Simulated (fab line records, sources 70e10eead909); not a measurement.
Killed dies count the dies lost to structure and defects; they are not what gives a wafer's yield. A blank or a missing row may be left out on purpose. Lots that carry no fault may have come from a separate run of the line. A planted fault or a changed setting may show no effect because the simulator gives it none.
What tool caused it? + flow nand harc + 37 wafers from 13 lots sampled at 5 of the route's 1302 steps

## WHAT EACH GAUGE READ, for each wafer
NHARC_A_CHANNEL_FILL_D1_INSPECT_13.
| lot  | measured     | on                | raw defect count |
|------|--------------|-------------------|------------------|
| L103 | day 10 16:40 | defect inspect-02 | 375 238 485      |
| L104 | day 11 06:32 | defect inspect-01 | 512 566 254      |
| L105 | day 11 22:44 | defect inspect-01 | 249 176 288      |
| L107 | day 12 04:25 | defect inspect-01 | 340 507 621      |
| L106 | day 12 04:25 | defect inspect-02 | 286 263 280      |
| L108 | day 12 19:14 | defect inspect-02 | 242 253 189      |
| L109 | day 13 05:45 | defect inspect-02 | 221 424 377      |
| L110 | day 14 06:34 | defect inspect-02 | 302 362 440      |
| L113 | day 14 22:17 | defect inspect-02 | 261 648 177      |
| L122 | day 18 12:30 | defect inspect-01 | 314              |
| L123 | day 19 03:22 | defect inspect-02 | 417 324 380      |
| L125 | day 19 21:56 | defect inspect-02 | 296 415 254      |
| L126 | day 20 12:23 | defect inspect-02 | 208 573 374      |

NHARC_A_DECK1_JOINT_INSPECT_05.
| lot  | measured     | on                | raw defect count |
|------|--------------|-------------------|------------------|
| L103 | day 12 05:28 | defect inspect-01 | 427 557 598      |
| L104 | day 12 19:49 | defect inspect-02 | 268 279 318      |
| L105 | day 13 06:05 | defect inspect-02 | 348 310 263      |
| L107 | day 13 20:46 | defect inspect-02 | 373 231 213      |
| L106 | day 13 20:45 | defect inspect-01 | 311 401 299      |
| L108 | day 14 04:31 | defect inspect-02 | 216 393 395      |
| L109 | day 14 19:32 | defect inspect-02 | 229 261 544      |
| L110 | day 15 16:45 | defect inspect-02 | 324 384 309      |
| L113 | day 16 10:34 | defect inspect-02 | 202 348 331      |
| L122 | day 20 05:37 | defect inspect-01 | 1051             |
| L123 | day 20 11:42 | defect inspect-02 | 762 286 548      |
| L125 | day 21 06:31 | defect inspect-02 | 303 485 303      |
| L126 | day 22 07:13 | defect inspect-02 | 588 386 449      |

NHARC_END_SORT_01.
| lot  | measured     | on        | killed at array | killed at other | killed at periphery | killed dies | killed open | killed short |
|------|--------------|-----------|-----------------|-----------------|---------------------|-------------|-------------|--------------|
| L103 | day 24 02:51 | prober-02 | 56 41 41        | 1 0 1           | 2 4 1               | 59 45 43    | 3 4 4       | 5 3 4        |
| L104 | day 24 15:46 | prober-01 | 40 35 32        | 0 0 0           | 4 3 4               | 44 38 36    | 3 3 6       | 0 5 4        |
| L105 | day 24 15:41 | prober-02 | 93 78 93        | 0 0 0           | 2 1 2               | 95 79 95    | 8 0 1       | 2 1 3        |
| L107 | day 26 12:32 | prober-01 | 60 59 84        | 0 2 2           | 5 2 3               | 65 63 89    | 4 2 3       | 3 1 2        |
| L106 | day 26 03:56 | prober-01 | 26 39 20        | 1 2 1           | 11 3 3              | 38 44 24    | 4 4 5       | 1 3 2        |
| L108 | day 26 04:43 | prober-02 | 28 28 25        | 1 0 2           | 2 2 1               | 31 30 28    | 3 4 1       | 4 4 1        |
| L109 | day 26 23:19 | prober-02 | 74 70 96        | 1 0 0           | 1 1 2               | 76 71 98    | 2 1 3       | 2 4 6        |
| L110 | day 27 20:37 | prober-02 | 34 24 33        | 3 0 0           | 4 7 4               | 41 31 37    | 3 2 4       | 1 0 2        |
| L113 | day 28 10:42 | prober-01 | 52 46 66        | 2 1 2           | 4 3 1               | 58 50 69    | 5 3 2       | 1 3 5        |
| L122 | day 31 21:38 | prober-02 | 31              | 2               | 10                  | 43          | 2           | 0            |
| L123 | day 32 02:09 | prober-01 | 52 73 64        | 1 0 0           | 3 1 1               | 56 74 65    | 3 4 3       | 1 3 0        |
| L125 | day 33 04:29 | prober-01 | 58 68 64        | 0 0 1           | 3 2 6               | 61 70 71    | 2 3 5       | 3 5 4        |
| L126 | day 33 15:55 | prober-02 | 77 52 75        | 1 0 1           | 5 2 5               | 83 54 81    | 3 1 2       | 4 4 3        |

## TOOL THAT RAN EACH LOT (tool first, then ch and the chambers of the sampled wafers, then the start)
| lot  | NHARC_A_CHANNEL_FILL_D1_ETCHBACK_19 | NHARC_A_DECK1_JOINT_ETCHBACK_00  |
|------|-------------------------------------|----------------------------------|
| L103 | rie si-04 ch 0,1,2, day 9 16:37     | rie si-06 ch 1,2, day 11 03:19   |
| L104 | rie si-01 ch 1,2,3, day 10 06:44    | rie si-05 ch 1,2, day 11 22:01   |
| L105 | rie si-03 ch 1,2, day 10 22:38      | rie si-06 ch 0,1, day 12 09:31   |
| L107 | rie si-03 ch 0,1,2, day 11 04:32    | rie si-06 ch 1,2, day 12 14:57   |
| L106 | rie si-01 ch 0,2,3, day 11 04:34    | rie si-05 ch 0,2,3, day 12 14:59 |
| L108 | rie si-03 ch 0,2,3, day 11 18:05    | rie si-06 ch 1,2, day 13 05:58   |
| L109 | rie si-03 ch 2,3, day 12 05:59      | rie si-05 ch 1,2, day 13 16:30   |
| L110 | rie si-03 ch 0,1,3, day 13 05:36    | rie si-05 ch 0,1,3, day 14 17:17 |
| L113 | rie si-01 ch 0,1,3, day 13 22:34    | rie si-06 ch 0,1,2, day 15 09:02 |
| L122 | rie si-03 ch 2, day 17 12:41        | rie si-05 ch 3, day 19 03:59     |
| L123 | rie si-01 ch 1,2,3, day 18 03:38    | rie si-02 ch 0,2,3, day 19 14:10 |
| L125 | rie si-01 ch 0,1,3, day 18 22:13    | rie si-02 ch 0,2, day 20 08:40   |
| L126 | rie si-03 ch 0,2, day 19 11:31      | rie si-06 ch 0,1,2, day 20 23:05 |
- NHARC_A_CHANNEL_FILL_D1_ETCHBACK_19: etches the open film in HBr/Cl2, target depth 5 nm, time 1.7 s.
- NHARC_A_DECK1_JOINT_ETCHBACK_00: etches the open film in HBr, target depth 30 nm, time 17.4 s.

## AS READ BY THE TOOLS THEMSELVES (means over the sampled wafers that have a number; for cases with no such wafer, the mark the record gives instead)
NHARC_A_CHANNEL_FILL_D1_ETCHBACK_19.
| lot  | tool      | drypump motor current A (A) | oes product au (a.u.) | throttle valve pct (%) |
|------|-----------|-----------------------------|-----------------------|------------------------|
| L103 | rie si-04 | 5.4                         | 1.007                 | 26.406                 |
| L104 | rie si-01 | 5.6                         | 1.007                 | 26.408                 |
| L105 | rie si-03 | 5.2                         | 1.011                 | 26.410                 |
| L107 | rie si-03 | 5.3                         | 1.021                 | 26.407                 |
| L106 | rie si-01 | 5.8                         | 1.006                 | 26.400                 |
| L108 | rie si-03 | 5.4                         | 1.018                 | 26.405                 |
| L109 | rie si-03 | 5.2                         | 1.006                 | 26.414                 |
| L110 | rie si-03 | 5.4                         | 1.009                 | 26.396                 |
| L113 | rie si-01 | 5.3                         | 0.997                 | 26.408                 |
| L122 | rie si-03 | 5.1                         | 1.018                 | 26.395                 |
| L123 | rie si-01 | 5.6                         | 1.008                 | 26.411                 |
| L125 | rie si-01 | 5.3                         | 1.003                 | 26.415                 |
| L126 | rie si-03 | 5.3                         | 0.979                 | 26.418                 |

NHARC_A_DECK1_JOINT_ETCHBACK_00.
| lot  | tool      | drypump motor current A (A) | oes product au (a.u.) | run length s (s) | throttle valve pct (%) |
|------|-----------|-----------------------------|-----------------------|------------------|------------------------|
| L103 | rie si-06 | 5.2                         | 1.007                 | 39.1             | 23.275                 |
| L104 | rie si-05 | 5.6                         | 1.001                 | 38.7             | 23.267                 |
| L105 | rie si-06 | 5.3                         | 0.994                 | 38.8             | 23.270                 |
| L107 | rie si-06 | 5.5                         | 0.995                 | 38.8             | 23.276                 |
| L106 | rie si-05 | 5.4                         | 1.001                 | 38.8             | 23.269                 |
| L108 | rie si-06 | 5.5                         | 1.003                 | 38.9             | 23.255                 |
| L109 | rie si-05 | 5.7                         | 1.004                 | 38.7             | 23.270                 |
| L110 | rie si-05 | 5.3                         | 1.009                 | 39.2             | 23.263                 |
| L113 | rie si-06 | 5.4                         | 0.990                 | 38.8             | 23.262                 |
| L122 | rie si-05 | 5.5                         | 1.013                 | 42.3             | 23.270                 |
| L123 | rie si-02 | 6.0                         | 1.003                 | 39.0             | 23.252                 |
| L125 | rie si-02 | 6.0                         | 1.011                 | 38.9             | 23.271                 |
| L126 | rie si-06 | 5.4                         | 1.010                 | 38.8             | 23.261                 |

## THE ANSWER, worked out from the rows above alone
Rule: the lots themselves supply what counts as usual. Put in order of their means at a reading, lots are off if they are a third of the lots or fewer, leave a main group of 4 or more, and stand apart from it by a gap of 3 or more times the standard deviation of the main group's means; of several such gaps the widest counts. Not used: any main group whose means are identical at the precision the tables above print for the reading. Also off: a lot with no number at a reading for which 4 or more lots have one. Where the step has rows for the other lots, those lots are counted as sound. After the gauges, taken in route order, come the tools' own readings; for these a lot's mean is taken, as printed above. The first step at which some lot is off is used, and at that step the reading that is off furthest; a lot without a number counts as furthest.
Off, at NHARC_A_DECK1_JOINT_INSPECT_05 on raw defect count: L122. For the main group the mean is 368 and the standard deviation 87.
If a tool, at a process step before that reading, ran all the lots that are off and no sound lot after the first of them, it fits. Not tried: the gauges at NHARC_A_DECK1_JOINT_INSPECT_05; whatever is off there is also off at NHARC_END_SORT_01, on other tools, and gauge error can't account for it. One fits: NHARC_A_DECK1_JOINT_ETCHBACK_00 on rie si-05. Its last sound lot is L110 (day 14 17:17), its first lot that is off L122 (day 19 03:59): a fault that began between those two fits.
The tool's own readings at NHARC_A_DECK1_JOINT_ETCHBACK_00 bear it out: on the lots that are off they differ by more than 5 times the standard deviation of the sound lots' means. run length s reads 42.3 s there against 38.9 s on the sound lots.

## WHAT WAS PUT IN BY THE SIMULATOR
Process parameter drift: rie si-05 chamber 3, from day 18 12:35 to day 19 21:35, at NHARC_A_DECK1_JOINT_ETCHBACK_00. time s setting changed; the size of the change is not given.
Shown lots that were struck: L122. The rule given above showed the same thing.
